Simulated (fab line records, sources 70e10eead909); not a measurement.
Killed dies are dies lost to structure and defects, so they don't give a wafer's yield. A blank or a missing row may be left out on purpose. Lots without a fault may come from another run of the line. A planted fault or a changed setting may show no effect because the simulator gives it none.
fab line records | flow nand_harc
record lots=13 wafers=39 last_day=24
route steps=1159 shown P_BONDPAD@374 A_SOURCE_PLATE@415 A_ONON_D1@429
lots that met no fault: from a run of the same line without faults
start_h: hours from the record's first day to the start of the lot's first wafer shown | wait_h: hours since the lot's step before | " the same as in the row above | L1.1+2: a row that stands for several wafers | - no value, or no start given | * or withheld: withheld | < > ~ a bound
route shown NAME@n: a module of which the file shows steps, and the number in the route of the first | usual: mean/standard deviation of fault-free wafers | same: alike in all rows | chamber/n: place in a boat | sites: the reading at each site | _std_site: their standard deviation | _edge_site: outer sites' mean less inner sites' | radius_mm: how far each site lies from the wafer's centre | mask NAME#n: copy n | behind: the tool/chamber that last shaped the wafer | hold: why the lot was held/for how many hours/how that ended | device: the transistor (n, p or np) that didn't switch | end of line: the same wafers' tests at the end of the route | a step without rows: its recipe alone | killed: dies lost to structure and defects at the first sort, not the wafer's yield | map: a wafer's dies, x killed, . not, _ none there
set.NAME: the setting as run; set.NAME@STEP: as run at that earlier step | model.NAME: the simulator's own value behind a step, which no gauge read
steps of the route over a sample of lots; a table a step, a row a wafer
services: from which hour (start_h, from the record's first day; less than 0 if before it) a tool's chamber was out of use, for how many hours, and why
## steps
# step NHARC_P_BONDPAD_DEGAS_25
# recipe temp_c=300 time_s=60
# usual heater_power_w=493/68
# columns lot.wafer tool chamber start_h wait_h heater_power_w
L966.1 pvd_sputter-02 - 124.57 - 669
L966.4 " - " " 475
L966.5 " - " " 416
L968.3 pvd_sputter-03 - 149.60 - 438
L968.4 " - " " 484
L968.5 " - " " 482
L970.2 pvd_sputter-01 - 152.67 - 441
L970.1 " - " " 474
L970.6 " - " " 442
L971.4 pvd_sputter-02 - 167.93 - 418
L971.2 " - " " 487
L971.6 " - " " 445
L972.2 pvd_sputter-01 - 170.45 - 465
L972.1 " - " " 564
L972.6 " - " " 452
L974.1 pvd_sputter-01 - 175.96 - 563
L974.3 " - " " 484
L974.6 " - " " 493
L976.1 pvd_sputter-01 - 207.17 - 473
L976.2 " - " " 461
L976.4 " - " " 563
L982.3 pvd_sputter-03 - 227.06 - 441
L982.2 " - " " 565
L982.1 " - " " 530
L983.3 pvd_sputter-02 - 229.61 - 454
L983.5 " - " " 466
L983.6 " - " " 402
L984.1 pvd_sputter-03 - 239.30 - 512
L984.4 " - " " 430
L984.3 " - " " 546
L988.3 pvd_sputter-01 - 256.23 - 567
L988.1 " - " " 476
L988.5 " - " " 480
L987.2 pvd_sputter-03 - 257.00 - 425
L987.4 " - " " 480
L987.6 " - " " 554
L989.2 pvd_sputter-02 - 282.63 - 667
L989.1 " - " " 467
L989.3 " - " " 394
# step NHARC_A_SOURCE_PLATE_OXIDE_02
# recipe target_thk_a=100 temp_c=900 ox_time_s=1362 material=SiO2
# usual ox_temp_c=900.0/0.41 ox_time_s=1362/0 zone_power_centre_pct=19.2/2.1
# columns lot.wafer tool chamber start_h wait_h ox_temp_c ox_time_s zone_power_centre_pct
L966.1 furnace-03 0 132.36 - 900.0 1362 20.4
L966.4 " 0 " " 900.1 1362 20.5
L966.5 " 0 " " 899.7 1362 20.0
L968.3 furnace-03 0 157.25 - 900.2 1362 20.4
L968.4 " 0 " " 899.9 1362 20.2
L968.5 " 0 " " 900.5 1362 20.1
L970.1 furnace-03 0 157.25 - 900.3 1362 20.5
L970.2 " 0 " " 899.7 1362 20.5
L970.6 " 0 " " 900.0 1362 20.5
L971.2 furnace-05 0 176.91 - 899.7 1362 15.5
L971.4 " 0 " " 900.0 1362 15.3
L971.6 " 0 " " 899.7 1362 15.3
L972.1 furnace-05 - 176.91 - - - -
L972.2 " - " " - - -
L972.6 " - " " - - -
L972.1 furnace-05 0 180.81 0.3 899.6 1362 15.7
L972.2 " 0 " " 899.6 1362 15.7
L972.6 " 0 " " 900.0 1362 15.4
L974.1 furnace-03 0 183.73 - 899.7 1362 21.1
L974.3 " 0 " " 899.7 1362 20.5
L974.6 " 0 " " 899.3 1362 20.6
L974.1 furnace-03 0 190.30 2.9 899.5 1362 20.3
L974.3 " 0 " " 900.3 1362 20.4
L974.6 " 0 " " 899.3 1362 20.5
L976.1 furnace-03 0 213.92 1.2 900.0 1362 20.8
L976.2 " 0 " " 899.5 1362 20.1
L976.4 " 0 " " 899.4 1362 20.3
L982.1 furnace-05 0 234.56 - 900.3 1362 15.3
L982.2 " 0 " " 900.1 1362 15.7
L982.3 " 0 " " 900.1 1362 15.4
L983.3 furnace-05 0 234.56 0.4 899.6 1362 15.3
L983.5 " 0 " " 899.7 1362 15.4
L983.6 " 0 " " 900.3 1362 15.6
L984.1 furnace-03 0 246.37 - 900.3 1362 20.5
L984.3 " 0 " " 899.8 1362 20.3
L984.4 " 0 " " 900.2 1362 20.6
L987.2 furnace-03 0 264.00 - 899.5 1362 20.8
L987.4 " 0 " " 899.8 1362 20.3
L987.6 " 0 " " 899.7 1362 20.5
L988.1 furnace-03 0 264.00 - 900.5 1362 20.5
L988.3 " 0 " " 900.4 1362 20.3
L988.5 " 0 " " 900.3 1362 20.1
L989.1 furnace-03 0 290.93 - 899.8 1362 20.3
L989.2 " 0 " " 899.9 1362 20.5
L989.3 " 0 " " 900.5 1362 20.7
# step NHARC_A_SOURCE_PLATE_THK_MEAS_09
# recipe thk_meas_gauge=ellipsometry
# usual thk_nm=9.7/0.89
# columns lot.wafer tool chamber start_h wait_h thk_nm
L966.1 film_metro-01 - 136.42 0.4 9.5
L966.4 " - " " 9.0
L966.5 " - " " 10.3
L970.1 film_metro-02 - 161.33 0.4 10.2
L970.2 " - " " 10.5
L970.6 " - " " 10.6
L968.3 film_metro-01 - 161.33 0.4 10.2
L968.4 " - " " 10.0
L968.5 " - " " 9.1
L971.2 film_metro-01 - 180.91 0.4 9.5
L971.4 " - " " 9.8
L971.6 " - " " 8.6
L972.1 film_metro-02 - 185.15 0.7 15.2
L972.2 " - " " 15.1
L972.6 " - " " 16.6
L974.1 film_metro-01 - 194.69 0.7 15.2
L974.3 " - " " 15.2
L974.6 " - " " 16.9
L976.1 film_metro-01 - 217.97 0.4 10.1
L976.2 " - " " 10.8
L976.4 " - " " 10.5
L982.1 film_metro-02 - 238.54 0.4 7.3
L982.2 " - " " 11.4
L982.3 " - " " 8.9
L983.3 film_metro-01 - 238.54 0.4 8.5
L983.5 " - " " 8.7
L983.6 " - " " 9.3
L984.1 film_metro-01 - 250.45 0.4 9.3
L984.3 " - " " 9.2
L984.4 " - " " 10.1
L988.1 film_metro-02 - 268.07 0.4 10.3
L988.3 " - " " 10.3
L988.5 " - " " 10.2
L987.2 film_metro-01 - 268.07 0.4 8.5
L987.4 " - " " 9.7
L987.6 " - " " 8.6
L989.1 film_metro-02 - 294.97 0.4 10.3
L989.2 " - " " 9.6
L989.3 " - " " 8.5
# step NHARC_A_ONON_D1_THK_MEAS_08
# recipe thk_meas_gauge=ellipsometry
# usual thk_nm=998/8.6
# columns lot.wafer tool chamber start_h wait_h thk_nm
L966.1 film_metro-02 - 151.19 - 995
L966.4 " - " " 995
L966.5 " - " " 995
L970.1 film_metro-02 - 176.08 - 1009
L970.2 " - " " 1006
L970.6 " - " " 1008
L968.3 film_metro-01 - 176.08 - 1008
L968.4 " - " " 1009
L968.5 " - " " 1009
L971.2 film_metro-02 - 195.77 - 1001
L971.4 " - " " 1000
L971.6 " - " " 1001
L972.1 film_metro-01 - 196.11 - 988
L972.2 " - " " 987
L972.6 " - " " 985
L974.1 film_metro-02 - 204.46 - 1011
L974.3 " - " " 1009
L974.6 " - " " 1009
L976.1 film_metro-01 - 232.60 - 1004
L976.2 " - " " 1005
L976.4 " - " " 1005
L983.3 film_metro-02 - 255.57 - 985
L983.5 " - " " 983
L983.6 " - " " 982
L982.1 film_metro-02 - 255.71 - 1011
L982.2 " - " " 1012
L982.3 " - " " 1011
L984.1 film_metro-01 - 265.36 - 1002
L984.3 " - " " 1002
L984.4 " - " " 1000
L987.2 film_metro-01 - 282.64 - 991
L987.4 " - " " 991
L987.6 " - " " 991
L988.1 film_metro-02 - 282.64 - 1001
L988.3 " - " " 999
L988.5 " - " " 1001
L989.1 film_metro-02 - 310.31 - 1010
L989.2 " - " " 1011
L989.3 " - " " 1010
# step NHARC_A_ONON_D1_THK_MEAS_14
# recipe thk_meas_gauge=ellipsometry
# usual thk_nm=1001/10
# columns lot.wafer tool chamber start_h wait_h thk_nm
L966.1 film_metro-01 - 152.34 - 1011
L966.4 " - " " 1012
L966.5 " - " " 1010
L970.1 film_metro-02 - 177.20 - 978
L970.2 " - " " 976
L970.6 " - " " 979
L968.3 film_metro-01 - 177.21 - 998
L968.4 " - " " 997
L968.5 " - " " 999
L971.2 film_metro-01 - 197.03 - 1002
L971.4 " - " " 1001
L971.6 " - " " 1002
L972.1 film_metro-02 - 197.24 - 1000
L972.2 " - " " 998
L972.6 " - " " 1000
L974.1 film_metro-01 - 205.61 - 1000
L974.3 " - " " 1001
L974.6 " - " " 1002
L976.1 film_metro-01 - 233.72 - 981
L976.2 " - " " 982
L976.4 " - " " 981
L983.3 film_metro-02 - 256.76 - 985
L983.5 " - " " 987
L983.6 " - " " 983
L982.1 film_metro-01 - 256.98 - 1015
L982.2 " - " " 1014
L982.3 " - " " 1014
L984.1 film_metro-01 - 266.49 - 1010
L984.3 " - " " 1010
L984.4 " - " " 1009
L988.1 film_metro-02 - 283.78 - 1012
L988.3 " - " " 1016
L988.5 " - " " 1014
L987.2 film_metro-01 - 283.79 - 990
L987.4 " - " " 991
L987.6 " - " " 990
L989.1 film_metro-02 - 311.45 - 997
L989.2 " - " " 998
L989.3 " - " " 997
## services
# columns tool chamber start_h hours kind
pvd_sputter-03 - 102.00 10.0 pm
pvd_sputter-01 - 121.76 0.5 repair
pvd_sputter-01 - 150.09 2.0 repair
pvd_sputter-01 - 158.00 10.0 pm
pvd_sputter-03 - 164.64 4.3 repair
pvd_sputter-02 - 214.02 10.0 pm
pvd_sputter-03 - 249.94 2.9 repair
pvd_sputter-03 - 280.00 10.0 pm
## key
first_sign step=NHARC_A_SOURCE_PLATE_OXIDE_02 reading=visit direction=added
effect step=NHARC_A_SOURCE_PLATE_OXIDE_02 reading=tool_record direction=missing
effect step=NHARC_A_SOURCE_PLATE_THK_MEAS_09 reading=thk_nm direction=up sigmas=6.7 usual=9.7 struck=15.7
met_at NHARC_A_SOURCE_PLATE_OXIDE_02
struck_lots L972,L974
tester_left_out L972,L974
not_acting_at NHARC_P_BONDPAD_DEGAS_25,NHARC_A_ONON_D1_THK_MEAS_08,NHARC_A_ONON_D1_THK_MEAS_14
fault kind=repeated_step_whole tool=furnace-03,furnace-05 chamber=- onset_h=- steps=NHARC_A_SOURCE_PLATE_OXIDE_02 times=1 scope=struck_lots_only
# tester_left_out: of these lots the tester's yield and bins aren't shown, on N5 and GAA mostly nor the transistor test; their killed dies are dies lost to structure and defects alone, not to doping, threshold or leakage, so they don't give the yield
